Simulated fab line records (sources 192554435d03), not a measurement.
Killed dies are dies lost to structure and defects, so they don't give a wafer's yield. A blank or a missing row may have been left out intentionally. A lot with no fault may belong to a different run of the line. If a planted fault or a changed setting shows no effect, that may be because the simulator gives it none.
fab line records    flow n5_finfet
[record] lots = 14  wafers = 41  last_day = 20
route steps=1938 shown ZERO_LAYER@13 WELL_APT@39 PASSIVATION@1936
lots that met no fault: from a run of the same line without faults
start_h: hours from the record's first day to the start of the lot's first wafer shown    wait_h: time in hours since the lot's previous step    " unchanged from the row above    L1.1+2: a single row standing in for several wafers    - no value, or no start given    * or withheld: withheld    < > ~ a bound
route shown NAME@n: names a module that has steps shown in the file, with the first one's number in the route    usual: mean and standard deviation over wafers with no fault    same: alike in all rows    chamber/n: place in a boat    sites: per-site readings    _std_site: the standard deviation of these    _edge_site: mean of outer sites minus mean of inner sites    radius_mm: how far each site lies from the wafer's centre    mask NAME#n: copy n    behind: tool/chamber where the wafer was last shaped    hold: reason for holding the lot/hours on hold/outcome of the hold    device: transistor that didn't switch, given as n, p or np    end of line: the same wafers' tests at the end of the route    step lacking rows: just its recipe    killed: at the first sort, the dies lost to defects and structure; wafer yield is something else    map: the dies of a wafer, with x for killed, . for not killed, _ for no die there
set.NAME: the setting as run; set.NAME@STEP: as run at that earlier step    model.NAME: the simulator's own value behind a step, which no gauge read
one table for each step of the route and one row for each wafer, over a sample of lots
services: from which hour (start_h, from the record's first day; less than 0 if before it) a tool's chamber was out of use, for how many hours, and why
[[steps]]
[step N5_ZERO_LAYER_CD_MEAS_11]
[recipe] target_cd_nm = 2000  landing_energy_ev = 500  detector = se_inlens
[usual] cd_nm = 2000.1/1.9
lot.wafer  tool       chamber  start_h  wait_h  cd_nm
L593.1     cd_sem-02  0        12.77    -       1998.9
L593.5     "          0        "        "       2000.1
L593.6     "          0        "        "       2000.9
L594.3     cd_sem-02  0        18.64    -       2002.9
L594.4     "          0        "        "       2001.8
L594.6     "          0        "        "       1998.4
L597.1     cd_sem-01  0        36.77    -       2001.2
L597.2     "          0        "        "       2003.8
L597.4     "          0        "        "       2000.9
L598.4     cd_sem-01  0        42.68    -       2001.2
L598.5     "          0        "        "       2001.3
L598.6     "          0        "        "       1998.2
L600.2     cd_sem-03  0        54.64    -       1998.6
L600.6     "          0        "        "       2000.3
L601.4     cd_sem-01  0        60.66    -       2000.9
L601.5     "          0        "        "       2000.3
L601.6     "          0        "        "       2001.1
L602.1     cd_sem-01  0        66.65    -       1999.4
L602.4     "          0        "        "       2001.9
L602.5     "          0        "        "       2001.0
L605.3     cd_sem-01  0        84.64    -       2002.4
L605.4     "          0        "        "       2003.8
L605.5     "          0        "        "       2000.3
L606.1     cd_sem-02  0        90.77    -       1999.1
L606.2     "          0        "        "       1995.6
L606.3     "          0        "        "       2000.0
L607.3     cd_sem-02  0        96.65    -       2005.5
L607.4     "          0        "        "       1998.3
L607.5     "          0        "        "       2001.3
L608.3     cd_sem-02  0        102.77   -       2001.8
L608.5     "          0        "        "       1999.1
L608.6     "          0        "        "       2001.9
L609.1     cd_sem-02  0        108.64   -       2000.8
L609.4     "          0        "        "       2002.8
L609.5     "          0        "        "       2001.2
L614.1     cd_sem-03  0        138.78   -       1999.2
L614.4     "          0        "        "       2000.6
L614.6     "          0        "        "       1998.2
L615.3     cd_sem-03  0        144.77   -       2001.8
L615.4     "          0        "        "       1998.5
L615.5     "          0        "        "       1996.9
[step N5_ZERO_LAYER_INSPECT_20]
[recipe] inspect_instrument = darkfield  mode = post_clean
[usual] raw_defect_count = 34/15
lot.wafer  tool               chamber  start_h  wait_h  raw_defect_count
L593.1     defect_inspect-01  -        13.41    0.0     28
L593.5     "                  -        "        "       15
L593.6     "                  -        "        "       34
L594.3     defect_inspect-01  -        19.54    0.0     13
L594.4     "                  -        "        "       10
L594.6     "                  -        "        "       18
L597.1     defect_inspect-02  -        37.41    0.0     37
L597.2     "                  -        "        "       26
L597.4     "                  -        "        "       22
L598.4     defect_inspect-01  -        43.29    0.0     67
L598.5     "                  -        "        "       61
L598.6     "                  -        "        "       53
L600.2     defect_inspect-01  -        55.25    0.0     35
L600.6     "                  -        "        "       30
L601.4     defect_inspect-02  -        61.27    0.0     85
L601.5     "                  -        "        "       38
L601.6     "                  -        "        "       29
L602.1     defect_inspect-01  -        67.26    0.0     34
L602.4     "                  -        "        "       53
L602.5     "                  -        "        "       30
L605.3     defect_inspect-02  -        85.34    0.0     23
L605.4     "                  -        "        "       23
L605.5     "                  -        "        "       29
L606.1     defect_inspect-02  -        91.38    0.0     25
L606.2     "                  -        "        "       33
L606.3     "                  -        "        "       16
L607.3     defect_inspect-01  -        97.35    0.0     44
L607.4     "                  -        "        "       21
L607.5     "                  -        "        "       39
L608.3     defect_inspect-02  -        103.42   0.0     14
L608.5     "                  -        "        "       37
L608.6     "                  -        "        "       20
L609.1     defect_inspect-01  -        109.26   0.0     32
L609.4     "                  -        "        "       21
L609.5     "                  -        "        "       43
L614.1     defect_inspect-01  -        139.42   0.0     21
L614.4     "                  -        "        "       12
L614.6     "                  -        "        "       31
L615.3     defect_inspect-02  -        145.38   0.0     33
L615.4     "                  -        "        "       45
L615.5     "                  -        "        "       30
[step N5_WELL_APT_EXPOSE_22]
[recipe] mask_id = PWELL  na = 0.8  source_shape = conventional  sigma_outer = 0.8  polarization = unpolarized  defocus_nm = 0  target_cd_nm = 200  dose_mj = 23.2
[usual] exposure_dose_mJ_cm2 = 23.185/0.022
lot.wafer  tool            chamber  start_h  wait_h  mask     exposure_dose_mJ_cm2
L593.1     krf_scanner-01  0        14.79    -       PWELL#0  23.188
L593.5     "               0        "        "       PWELL#0  23.173
L593.6     "               0        "        "       PWELL#0  23.188
L594.3     krf_scanner-02  0        21.05    -       PWELL#0  23.146
L594.4     "               0        "        "       PWELL#0  23.162
L594.6     "               0        "        "       PWELL#0  23.182
L597.1     krf_scanner-02  0        39.09    -       PWELL#0  23.233
L597.2     "               0        "        "       PWELL#0  23.175
L597.4     "               0        "        "       PWELL#0  23.213
L598.4     krf_scanner-01  0        45.02    -       PWELL#0  23.174
L598.5     "               0        "        "       PWELL#0  23.165
L598.6     "               0        "        "       PWELL#0  23.170
L600.2     krf_scanner-02  0        56.51    -       PWELL#0  23.191
L600.6     "               0        "        "       PWELL#0  23.193
L601.4     krf_scanner-02  0        62.96    -       PWELL#0  23.191
L601.5     "               0        "        "       PWELL#0  23.153
L601.6     "               0        "        "       PWELL#0  23.210
L602.1     krf_scanner-01  0        68.97    -       PWELL#0  23.237
L602.4     "               0        "        "       PWELL#0  23.222
L602.5     "               0        "        "       PWELL#0  23.203
L605.3     krf_scanner-02  0        93.98    -       PWELL#0  23.180
L605.4     "               0        "        "       PWELL#0  23.199
L605.5     "               0        "        "       PWELL#0  23.179
L606.1     krf_scanner-01  0        94.33    -       PWELL#0  22.044
L606.2     "               0        "        "       PWELL#0  22.072
L606.3     "               0        "        "       PWELL#0  22.069
L607.3     krf_scanner-01  0        98.63    -       PWELL#0  22.314
L607.4     "               0        "        "       PWELL#0  22.276
L607.5     "               0        "        "       PWELL#0  22.281
L608.3     krf_scanner-01  0        104.91   -       PWELL#0  22.489
L608.5     "               0        "        "       PWELL#0  22.474
L608.6     "               0        "        "       PWELL#0  22.467
L609.1     krf_scanner-01  0        110.51   -       PWELL#0  22.656
L609.4     "               0        "        "       PWELL#0  22.625
L609.5     "               0        "        "       PWELL#0  22.609
L614.1     krf_scanner-02  0        140.98   -       PWELL#0  23.205
L614.4     "               0        "        "       PWELL#0  23.215
L614.6     "               0        "        "       PWELL#0  23.207
L615.3     krf_scanner-02  0        146.73   -       PWELL#0  23.173
L615.4     "               0        "        "       PWELL#0  23.213
L615.5     "               0        "        "       PWELL#0  23.202
[step N5_WELL_APT_CD_MEAS_25]
[recipe] target_cd_nm = 200  landing_energy_ev = 500  detector = se_inlens
[usual] cd_nm = 199.5/1.7
lot.wafer  tool       chamber  start_h  wait_h  cd_nm
L593.1     cd_sem-01  0        14.96    -       202.1
L593.5     "          0        "        "       198.8
L593.6     "          0        "        "       200.8
L594.3     cd_sem-02  0        21.22    -       198.8
L594.4     "          0        "        "       202.2
L594.6     "          0        "        "       202.7
L597.1     cd_sem-01  0        39.26    -       200.9
L597.2     "          0        "        "       202.6
L597.4     "          0        "        "       202.1
L598.4     cd_sem-03  0        45.18    -       196.9
L598.5     "          0        "        "       196.1
L598.6     "          0        "        "       199.0
L600.2     cd_sem-03  0        56.68    -       199.6
L600.6     "          0        "        "       199.4
L601.4     cd_sem-01  0        63.12    -       198.9
L601.5     "          0        "        "       201.9
L601.6     "          0        "        "       198.5
L602.1     cd_sem-03  0        69.14    -       199.7
L602.4     "          0        "        "       199.1
L602.5     "          0        "        "       195.7
L605.3     cd_sem-01  0        94.14    -       198.0
L605.4     "          0        "        "       197.4
L605.5     "          0        "        "       203.1
L606.1     cd_sem-01  0        94.50    -       191.9
L606.2     "          0        "        "       191.4
L606.3     "          0        "        "       188.0
L607.3     cd_sem-02  0        98.79    -       194.3
L607.4     "          0        "        "       190.8
L607.5     "          0        "        "       193.7
L608.3     cd_sem-01  0        105.08   -       192.5
L608.5     "          0        "        "       193.6
L608.6     "          0        "        "       192.2
L609.1     cd_sem-01  0        110.69   -       195.7
L609.4     "          0        "        "       195.4
L609.5     "          0        "        "       191.8
L614.1     cd_sem-01  0        141.16   -       199.1
L614.4     "          0        "        "       199.7
L614.6     "          0        "        "       202.3
L615.3     cd_sem-03  0        146.90   -       202.8
L615.4     "          0        "        "       201.4
L615.5     "          0        "        "       201.1
[step N5_WELL_APT_RTA_34]
[recipe] temp_c = 1000  time_s = 10  ambient = N2  idle_temp_c = 600  ramp_up_c_per_s = 150  ramp_down_c_per_s = 60  cool_to_c = 600
[usual] lamp_power_pct = 13.00/0.048  wafer_temp_C_max = 1003.6/1.1
lot.wafer  tool           chamber  start_h  wait_h  lamp_power_pct  wafer_temp_C_max
L593.1     rtp_anneal-01  0        15.81    0.0     12.97           1006.9
L593.5     "              0        "        "       12.94           1004.5
L593.6     "              0        "        "       13.01           1003.8
L594.3     rtp_anneal-01  0        22.49    0.1     12.94           1003.4
L594.4     "              0        "        "       13.01           1004.0
L594.6     "              0        "        "       13.00           1005.0
L597.1     rtp_anneal-01  0        40.36    0.0     13.01           1004.4
L597.2     "              0        "        "       13.00           1004.1
L597.4     "              0        "        "       12.95           1004.5
L598.4     rtp_anneal-01  0        46.22    0.1     13.07           1002.8
L598.5     "              0        "        "       13.01           1004.4
L598.6     "              0        "        "       13.01           1003.1
L600.2     rtp_anneal-02  0        57.58    0.0     13.04           1002.9
L600.6     "              0        "        "       13.05           1005.0
L601.4     rtp_anneal-02  0        64.22    0.1     12.97           1001.5
L601.5     "              0        "        "       12.97           1004.9
L601.6     "              0        "        "       12.94           1001.6
L602.1     rtp_anneal-01  0        70.11    0.1     13.01           1004.5
L602.4     "              0        "        "       12.99           1003.9
L602.5     "              0        "        "       13.04           1002.0
L605.3     rtp_anneal-01  0        95.21    0.2     13.01           1002.1
L605.4     "              0        "        "       12.92           1005.0
L605.5     "              0        "        "       12.92           1003.1
L606.1     rtp_anneal-02  0        95.45    0.1     13.04           1002.6
L606.2     "              0        "        "       12.95           1003.4
L606.3     "              0        "        "       12.99           1004.1
L607.3     rtp_anneal-01  0        99.81    0.2     13.03           1003.8
L607.4     "              0        "        "       12.94           1003.3
L607.5     "              0        "        "       12.99           1002.6
L608.3     rtp_anneal-01  0        106.14   0.1     13.01           1003.7
L608.5     "              0        "        "       12.96           1004.1
L608.6     "              0        "        "       13.06           1004.6
L609.1     rtp_anneal-02  0        111.54   0.0     13.00           1002.1
L609.4     "              0        "        "       12.92           1002.8
L609.5     "              0        "        "       12.99           1004.1
L614.1     rtp_anneal-01  0        142.01   0.0     13.02           1003.9
L614.4     "              0        "        "       13.00           1003.1
L614.6     "              0        "        "       12.88           1003.4
L615.3     rtp_anneal-02  0        147.95   0.2     13.02           1003.9
L615.4     "              0        "        "       12.99           1003.7
L615.5     "              0        "        "       13.03           1002.4
[step N5_PASSIVATION_PROBE_49]
[usual] defect_limited_yield = 91.2/1.6  killed_at_M0_to_M3 = 33/11  killed_at_M4_up = 14/5  killed_at_contacts = 12/5.8  killed_at_front_end = 41/12  killed_at_other = 3.5/2.9  killed_dies = 104/19  killed_open = 68/14  killed_short = 34/8.8  sort_bin_4_leakage = 0.00/0.017  sort_bin_5_function = 5.2/1.1  sort_bin_6_memory = 3.2/0.71  sort_n_pass = 1076/19  sort_yield_pct = 91.2/1.6
[same] gross_dies = 1180  killed_at_back_side = 0  sort_bin_8_speed[%] = 0
lot.wafer  tool       chamber  start_h  wait_h  defect_limited_yield[%]  killed_at_M0_to_M3  killed_at_M4_up  killed_at_contacts  killed_at_front_end  killed_at_other  killed_dies  killed_open  killed_short  sort_bin_4_leakage[%]  sort_bin_5_function[%]  sort_bin_6_memory[%]  sort_n_pass  sort_yield_pct[%]
L594.3     prober-01  -        342.13   0.1     94.1                     29                  10               8                   19                   4                70           51           19            0                      3.2                     2.7                   1110         94.1
L594.4     prober-01  -        342.18   0.2     91.5                     48                  13               2                   33                   4                100          60           39            0                      4.5                     3.6                   1080         91.5
L594.6     prober-01  -        342.28   0.3     92.2                     49                  8                7                   25                   3                92           58           30            0                      4.2                     2.9                   1088         92.2
L593.1     prober-01  -        344.71   0.5     92.9                     15                  19               10                  36                   4                84           53           31            0                      4.2                     2.7                   1096         92.9
L593.5     prober-01  -        344.91   0.7     92.7                     36                  11               11                  26                   2                86           57           27            0                      4.4                     2.5                   1094         92.7
L593.6     prober-01  -        344.96   0.7     91.9                     27                  15               21                  32                   0                95           70           25            0                      5.2                     2.8                   1085         91.9
L597.1     prober-02  -        350.63   0.0     91.7                     23                  11               7                   57                   0                98           58           38            0                      5.2                     2.5                   1082         91.7
L597.2     prober-02  -        350.68   0.1     90.9                     35                  9                10                  52                   1                107          59           45            0                      5.5                     3.2                   1073         90.9
L597.4     prober-02  -        350.78   0.2     89.7                     37                  29               16                  40                   0                122          75           37            0                      5.6                     3.8                   1058         89.7
L598.4     prober-02  -        370.76   0.2     90.3                     26                  14               15                  57                   3                115          79           36            0                      5.7                     3.7                   1065         90.3
L598.5     prober-02  -        370.81   0.2     91.1                     18                  20               14                  49                   4                105          76           27            0                      5.7                     2.7                   1075         91.1
L598.6     prober-02  -        370.86   0.3     88.9                     34                  16               11                  59                   11               131          100          31            0                      6.9                     3.8                   1049         88.9
L600.2     prober-02  -        385.76   0.1     91.9                     31                  11               18                  35                   1                96           68           28            0                      4.5                     3.5                   1084         91.9
L600.6     prober-02  -        385.96   0.3     92.7                     20                  8                8                   46                   4                86           63           22            0                      4.2                     3.0                   1094         92.7
L601.4     prober-02  -        398.01   0.2     90.9                     23                  10               24                  43                   7                107          70           37            0                      5.0                     3.6                   1073         90.9
L601.5     prober-02  -        398.06   0.2     89.4                     48                  15               16                  41                   5                125          72           49            0                      6.1                     4.1                   1055         89.4
L601.6     prober-02  -        398.11   0.3     89.0                     43                  7                21                  55                   4                130          86           44            0                      7.6                     3.1                   1050         89.0
L602.1     prober-01  -        411.07   0.0     90.5                     26                  14               15                  57                   0                112          82           28            0                      5.9                     3.2                   1068         90.5
L602.4     prober-01  -        411.22   0.2     90.2                     33                  11               21                  50                   1                116          68           47            0                      5.5                     4.0                   1064         90.2
L602.5     prober-01  -        411.27   0.2     88.6                     40                  19               17                  56                   2                134          91           43            0                      6.8                     4.0                   1046         88.6
L605.3     prober-02  -        456.86   0.1     92.5                     16                  17               4                   48                   4                89           62           25            0                      4.8                     2.6                   1091         92.5
L605.4     prober-02  -        456.91   0.2     91.9                     17                  24               14                  39                   1                95           62           33            0                      5.0                     2.6                   1085         91.9
L605.5     prober-02  -        456.96   0.2     93.3                     16                  15               8                   36                   4                79           48           27            0                      3.6                     2.5                   1101         93.3
L614.1     prober-02  -        457.75   0.0     92.9                     27                  22               6                   28                   1                84           63           20            0                      4.4                     2.6                   1096         92.9
L614.4     prober-02  -        457.90   0.2     90.7                     33                  23               17                  29                   8                110          70           40            0                      5.8                     3.3                   1070         90.7
L614.6     prober-02  -        458.00   0.3     90.1                     41                  14               20                  41                   1                117          78           38            0                      5.0                     4.7                   1063         90.1
L615.3     prober-01  -        484.73   0.1     90.4                     52                  18               7                   36                   0                113          78           33            0                      5.3                     4.1                   1067         90.4
L615.4     prober-01  -        484.78   0.2     91.4                     33                  18               9                   42                   0                102          70           31            0.08                   4.8                     3.4                   1077         91.3
L615.5     prober-01  -        484.83   0.2     89.3                     49                  11               13                  53                   0                126          95           30            0                      6.4                     4.2                   1054         89.3
// killed by level:class
L594.3 STI_FIN_REVEAL:geometric_particle:open=10 BEOL_M2:geometric_particle:open=8 BEOL_M0_SAQP:geometric_particle:short=7 BEOL_M1:geometric_particle:open=7 MOL_CONTACT_COAG:geometric_particle:open=6 BEOL_M4:geometric_particle:open=4 BEOL_M3:geometric_particle:open=3 DUMMY_GATE:geometric_particle:open=3
L594.4 BEOL_M1:geometric_particle:open=11 FIN_SAQP:geometric_particle:open=10 BEOL_M0_SAQP:geometric_particle:short=10 BEOL_M0_SAQP:geometric_particle:open=8 FIN_SAQP:geometric_particle:short=7 BEOL_M1:geometric_particle:short=6 STARTING-WAFER:geometric_particle:open=5 STARTING-WAFER:geometric_particle:short=4
L594.6 BEOL_M2:geometric_particle:open=15 BEOL_M0_SAQP:geometric_particle:open=10 BEOL_M0_SAQP:geometric_particle:short=8 FIN_SAQP:geometric_particle:open=7 BEOL_M1:geometric_particle:open=5 STI_FIN_REVEAL:geometric_particle:short=4 MOL_CONTACT_COAG:geometric_particle:open=4 BEOL_M4:geometric_particle:open=4
L593.1 BEOL_M4:geometric_particle:open=10 FIN_SAQP:geometric_particle:open=6 STI_FIN_REVEAL:geometric_particle:open=6 MOL_CONTACT_COAG:geometric_particle:open=6 FIN_SAQP:geometric_particle:short=5 MOL_CONTACT_COAG:geometric_particle:short=4 BEOL_M0_SAQP:geometric_particle:short=4 STARTING-WAFER:geometric_particle:open=4
L593.5 BEOL_M2:geometric_particle:open=13 BEOL_M3:geometric_particle:open=12 MOL_CONTACT_COAG:geometric_particle:open=7 STI_FIN_REVEAL:geometric_particle:open=5 FIN_SAQP:geometric_particle:short=4 BEOL_M4:geometric_particle:short=4 FIN_SAQP:geometric_particle:open=3 GATE_CUT:geometric_particle:open=3
L593.6 MOL_CONTACT_COAG:geometric_particle:open=18 FIN_SAQP:geometric_particle:open=12 BEOL_M2:geometric_particle:open=8 FIN_SAQP:geometric_particle:short=5 STI_FIN_REVEAL:geometric_particle:open=5 BEOL_M1:geometric_particle:open=5 BEOL_M3:geometric_particle:open=5 GATE_CUT:geometric_particle:short=4
L597.1 FIN_SAQP:geometric_particle:short=15 FIN_SAQP:geometric_particle:open=11 GATE_CUT:geometric_particle:short=6 BEOL_M2:geometric_particle:open=6 STI_FIN_REVEAL:geometric_particle:open=5 MOL_CONTACT_COAG:geometric_particle:open=5 STARTING-WAFER:geometric_particle:short=5 BEOL_M0_SAQP:geometric_particle:open=4
L597.2 FIN_SAQP:geometric_particle:short=20 FIN_SAQP:geometric_particle:open=11 MOL_CONTACT_COAG:geometric_particle:open=9 BEOL_M0_SAQP:geometric_particle:short=8 BEOL_M0:geometric_particle:open=6 BEOL_M0_SAQP:geometric_particle:open=6 STI_FIN_REVEAL:geometric_particle:open=4 BEOL_M3:geometric_particle:open=4
L597.4 BEOL_M4:geometric_particle:open=17 MOL_CONTACT_COAG:geometric_particle:open=11 BEOL_M2:geometric_particle:open=11 FIN_SAQP:geometric_particle:short=8 HKMG_FIN:area_etch=7 BEOL_M1:geometric_particle:open=6 BEOL_M3:geometric_particle:open=6 DUMMY_GATE:geometric_particle:open=5
L598.4 STI_FIN_REVEAL:geometric_particle:open=17 FIN_SAQP:geometric_particle:open=13 BEOL_M4:geometric_particle:open=11 MOL_CONTACT_COAG:geometric_particle:open=10 BEOL_M3:geometric_particle:open=8 GATE_CUT:geometric_particle:short=6 MOL_CONTACT_COAG:geometric_particle:short=5 BEOL_M0_SAQP:geometric_particle:open=5
L598.5 STI_FIN_REVEAL:geometric_particle:open=20 MOL_CONTACT_COAG:geometric_particle:open=10 BEOL_M0_SAQP:geometric_particle:open=7 BEOL_M4:geometric_particle:open=7 DUMMY_GATE:geometric_particle:open=6 ILD0:geometric_particle:short=5 GATE_CUT:geometric_particle:open=5 BEOL_M4:geometric_particle:short=5
L598.6 FIN_SAQP:geometric_particle:open=21 STI_FIN_REVEAL:geometric_particle:open=19 BEOL_M2:geometric_particle:open=11 BEOL_M4:geometric_particle:open=9 MOL_CONTACT_COAG:geometric_particle:open=7 BEOL_M3:geometric_particle:open=7 BEOL_M1:geometric_particle:short=5 MIM_BOT:geometric_particle:short=5
L600.2 MOL_CONTACT_COAG:geometric_particle:open=13 BEOL_M3:geometric_particle:open=9 FIN_SAQP:geometric_particle:open=6 BEOL_M1:geometric_particle:open=6 STI_FIN_REVEAL:geometric_particle:open=5 DUMMY_GATE:geometric_particle:open=5 MOL_CONTACT_COAG:geometric_particle:short=5 BEOL_M0:geometric_particle:open=5
L600.6 FIN_SAQP:geometric_particle:open=17 GATE_CUT:geometric_particle:short=9 MOL_CONTACT_COAG:geometric_particle:open=7 STI_FIN_REVEAL:geometric_particle:open=6 BEOL_M0_SAQP:geometric_particle:short=5 BEOL_M2:geometric_particle:open=5 ILD0:geometric_particle:open=4 BEOL_M4:geometric_particle:open=4
L601.4 MOL_CONTACT_COAG:geometric_particle:open=18 FIN_SAQP:geometric_particle:short=9 FIN_SAQP:geometric_particle:open=8 STI_FIN_REVEAL:geometric_particle:open=7 MOL_CONTACT_COAG:geometric_particle:short=6 BEOL_M3:geometric_particle:open=6 BEOL_M4:geometric_particle:open=5 BEOL_M0_SAQP:geometric_particle:open=4
L601.5 BEOL_M3:geometric_particle:open=13 MOL_CONTACT_COAG:geometric_particle:open=12 BEOL_M0_SAQP:geometric_particle:short=11 BEOL_M0_SAQP:geometric_particle:open=11 STI_FIN_REVEAL:geometric_particle:open=8 ILD0:geometric_particle:short=6 GATE_CUT:geometric_particle:short=6 BEOL_M3:geometric_particle:short=6
L601.6 MOL_CONTACT_COAG:geometric_particle:open=18 STI_FIN_REVEAL:geometric_particle:open=17 BEOL_M0_SAQP:geometric_particle:short=10 FIN_SAQP:geometric_particle:short=9 BEOL_M1:geometric_particle:open=9 BEOL_M0_SAQP:geometric_particle:open=8 BEOL_M3:geometric_particle:open=7 ILD0:geometric_particle:short=6
L602.1 STI_FIN_REVEAL:geometric_particle:open=12 MOL_CONTACT_COAG:geometric_particle:open=12 BEOL_M2:geometric_particle:open=12 FIN_SAQP:geometric_particle:open=7 BEOL_M3:geometric_particle:open=7 FIN_SAQP:geometric_particle:short=6 DUMMY_GATE:geometric_particle:open=6 BEOL_M4:geometric_particle:open=6
L602.4 MOL_CONTACT_COAG:geometric_particle:open=15 FIN_SAQP:geometric_particle:open=12 FIN_SAQP:geometric_particle:short=8 ILD0:geometric_particle:short=8 BEOL_M0_SAQP:geometric_particle:short=8 BEOL_M2:geometric_particle:open=8 BEOL_M0_SAQP:geometric_particle:open=7 MOL_CONTACT_COAG:geometric_particle:short=6
L602.5 STI_FIN_REVEAL:geometric_particle:open=21 BEOL_M2:geometric_particle:open=17 MOL_CONTACT_COAG:geometric_particle:open=13 FIN_SAQP:geometric_particle:short=11 BEOL_M4:geometric_particle:open=10 BEOL_M0_SAQP:geometric_particle:short=9 BEOL_M0_SAQP:geometric_particle:open=6 GATE_CUT:geometric_particle:open=5
L605.3 STI_FIN_REVEAL:geometric_particle:open=15 BEOL_M4:geometric_particle:open=10 DUMMY_GATE:geometric_particle:open=6 BEOL_M0_SAQP:geometric_particle:open=6 GATE_CUT:geometric_particle:short=5 STI_FIN_REVEAL:geometric_particle:short=4 BEOL_M3:geometric_particle:open=4 GATE_CUT:geometric_particle:open=4
L605.4 BEOL_M4:geometric_particle:open=10 MOL_CONTACT_COAG:geometric_particle:open=10 FIN_SAQP:geometric_particle:open=9 BEOL_M0_SAQP:geometric_particle:short=7 STI_FIN_REVEAL:geometric_particle:open=6 GATE_CUT:geometric_particle:short=5 FIN_SAQP:geometric_particle:short=4 MOL_CONTACT_COAG:geometric_particle:short=4
L605.5 STI_FIN_REVEAL:geometric_particle:open=10 BEOL_M4:geometric_particle:open=7 GATE_CUT:geometric_particle:short=6 MOL_CONTACT_COAG:geometric_particle:open=6 BEOL_M0_SAQP:geometric_particle:short=6 BEOL_M0_SAQP:geometric_particle:open=5 BEOL_M6:geometric_particle:open=5 FIN_SAQP:geometric_particle:short=4
L614.1 BEOL_M4:geometric_particle:open=9 FIN_SAQP:geometric_particle:open=7 BEOL_M3:geometric_particle:open=7 BEOL_M0_SAQP:geometric_particle:open=7 BEOL_M0_SAQP:geometric_particle:short=6 GATE_CUT:geometric_particle:open=5 MOL_CONTACT_COAG:geometric_particle:open=5 STI_FIN_REVEAL:geometric_particle:open=4
L614.4 MOL_CONTACT_COAG:geometric_particle:open=11 BEOL_M4:geometric_particle:open=11 FIN_SAQP:geometric_particle:short=9 BEOL_M1:geometric_particle:open=9 FIN_SAQP:geometric_particle:open=7 MOL_CONTACT_COAG:geometric_particle:short=6 BEOL_M3:geometric_particle:open=6 BEOL_M2:geometric_particle:open=5
L614.6 MOL_CONTACT_COAG:geometric_particle:open=14 BEOL_M2:geometric_particle:open=12 FIN_SAQP:geometric_particle:open=10 FIN_SAQP:geometric_particle:short=10 BEOL_M0_SAQP:geometric_particle:short=7 BEOL_M4:geometric_particle:open=6 MOL_CONTACT_COAG:geometric_particle:short=6 BEOL_M0_SAQP:geometric_particle:open=6
L615.3 FIN_SAQP:geometric_particle:open=14 FIN_SAQP:geometric_particle:short=10 BEOL_M0_SAQP:geometric_particle:open=10 BEOL_M3:geometric_particle:open=9 BEOL_M0_SAQP:geometric_particle:short=9 MOL_CONTACT_COAG:geometric_particle:open=7 BEOL_M1:geometric_particle:open=7 BEOL_M2:geometric_particle:open=7
L615.4 FIN_SAQP:geometric_particle:open=13 BEOL_M4:geometric_particle:open=10 STI_FIN_REVEAL:geometric_particle:open=9 MOL_CONTACT_COAG:geometric_particle:open=9 FIN_SAQP:geometric_particle:short=8 BEOL_M3:geometric_particle:open=7 BEOL_M0:geometric_particle:open=5 ILD0:geometric_particle:short=4
L615.5 FIN_SAQP:geometric_particle:open=15 BEOL_M2:geometric_particle:open=13 BEOL_M1:geometric_particle:open=11 BEOL_M0:geometric_particle:open=9 MOL_CONTACT_COAG:geometric_particle:open=9 STI_FIN_REVEAL:geometric_particle:open=8 BEOL_M0_SAQP:geometric_particle:open=8 STARTING-WAFER:geometric_particle:open=7
[[services]]
tool            chamber  start_h  hours  kind
krf_scanner-01  0        36.24    -      calibration
krf_scanner-02  -        52.84    1.0    pm
krf_scanner-01  -        56.65    1.0    pm
krf_scanner-02  -        88.75    0.8    pm
krf_scanner-02  -        100.48   36.0   pm
krf_scanner-02  -        136.48   1.3    pm
krf_scanner-01  -        137.78   1.3    pm
krf_scanner-01  -        145.55   0.8    pm
[[key]]
[first_sign] step = N5_WELL_APT_EXPOSE_22  reading = exposure_dose_mJ_cm2  direction = down  sigmas = 37  usual = 23.185  struck = 22.365
[effect] step = N5_WELL_APT_CD_MEAS_25  reading = cd_nm  direction = down  sigmas = 4.1  usual = 199.5  struck = 192.6  through = control_loop
met_at N5_WELL_APT_EXPOSE_22
struck_lots L606,L607,L608,L609
rows_end L606.1,L606.2,L606.3,L607.3,L607.4,L607.5,L608.3,L608.5,L608.6,L609.1,L609.4,L609.5
[loop_trim] step = N5_WELL_APT_EXPOSE_22  setting = dose  lots = L607,L608,L609
not_acting_at N5_ZERO_LAYER_CD_MEAS_11,N5_ZERO_LAYER_INSPECT_20,N5_WELL_APT_RTA_34
onset_between 68.97 94.33
[fault] kind = process_parameter_drift  tool = krf_scanner-01  chamber = -  onset_h = 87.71  steps = N5_WELL_APT_EXPOSE_22  channel = dose_mj  offset = -1.111  shape = step  acts_in = these_recipes_only  stated = 23.2
// rows_end: these wafers met a further fault down the route, and their rows from its step on are left out
// loop_trim: a control loop set the setting to another value than it would have without faults
